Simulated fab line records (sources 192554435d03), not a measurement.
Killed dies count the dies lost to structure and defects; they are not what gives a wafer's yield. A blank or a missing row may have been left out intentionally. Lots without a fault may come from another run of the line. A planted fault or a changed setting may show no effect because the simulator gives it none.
2 desks looking at one fault	flow n5_finfet	each desk holds nothing but its own numbers, with what lay behind them at the end

TOOL OWNER'S DESK, cmp-03
The tool's own readings at N5_BEOL_M7_CMP_52 (polishes, stops on SiCOH lowk, t overpolish 6.9 s, target thk 80 nm): means of the sampled wafers that have a number, for each lot that ran on this tool. A lot is out of limits, marked OUT, if its mean lies more than 4 standard deviations from the usual mean; the brackets give that distance.
Columns: A = barrier_field_endpoint_s at N5_BEOL_M7_CMP_52, usual 28.9 s; B = clearing_platen_down_force_psi at N5_BEOL_M7_CMP_52, usual 1.5003 psi; C = motor_current_A at N5_BEOL_M7_CMP_52, usual 6.3 A; D = overpolish_run_s at N5_BEOL_M7_CMP_52, usual 6.900 s; E = platen_rpm at N5_BEOL_M7_CMP_52, usual 50.00 rpm; F = time_to_endpoint_s at N5_BEOL_M7_CMP_52, usual 62.9 s
lot	first seen here	A	B	C	D	E	F
L697	day 10 08:28	28.8	1.4996	7.1	6.893	49.99	60.8
L699	day 10 14:14	29.2	1.5015	5.9	6.897	49.99	64.8
L698	day 10 20:05	28.0	1.5005	6.5	6.897	50.00	61.0
L700	day 10 23:01	28.4	1.4997	6.5	6.900	49.96	62.5
L707	day 13 01:23	28.8	1.5001	6.2	6.901	49.97	64.7
L708	day 13 02:13	29.1	1.5026	6.7	6.894	49.99	61.7
L714	day 14 06:25	22.8 (-9.8) OUT	1.4964	6.0	6.899	50.03	48.5 (-6.9) OUT
This desk finds L714 out of limits, L714 being first, at day 14 06:25 (barrier_field_endpoint_s at N5_BEOL_M7_CMP_52). L697, L699, L698, L700, L707, L708: within limits.

AT THE METROLOGY DESK
What the gauges read for every lot (on any tool): the sampled wafers with a number, averaged. A lot is out of limits, marked OUT, if its mean lies more than 4 standard deviations from the usual mean; the brackets give that distance.
Columns: A = M8_ILD_THK at N5_BEOL_M8_THK_MEAS_01, usual 155.5 nm
lot	first seen here	A
L696	day 9 21:15	155.6
L697	day 10 09:34	154.1
L699	day 10 15:17	156.9
L698	day 10 21:10	155.2
L700	day 11 00:05	155.5
L705	day 12 02:53	156.4
L707	day 13 04:19	155.8
L708	day 13 04:46	156.4
L714	day 14 07:29	151.8
L719	day 15 14:16	156.6
Result from this desk: across the 10 lots, nothing is out of limits.

TAKEN TOGETHER
The tool owner's desk had the chance to raise an alarm at day 14 06:25 on L714.
From the metrology desk's view, nothing was out of limits.
The metrology desk holds a record of L714, inside its limits.
N5_BEOL_M7_CMP_52 was run on cmp-03 by each of the lots named.

WHAT WAS PUT IN BY THE SIMULATOR
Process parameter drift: cmp-03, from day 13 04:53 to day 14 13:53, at N5_BEOL_M7_CMP_52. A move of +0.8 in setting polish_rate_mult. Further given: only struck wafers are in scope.
Struck lots among those shown: L714.
Hours from the fault's start to each desk's first reading out of limits: the tool owner's desk, 26.
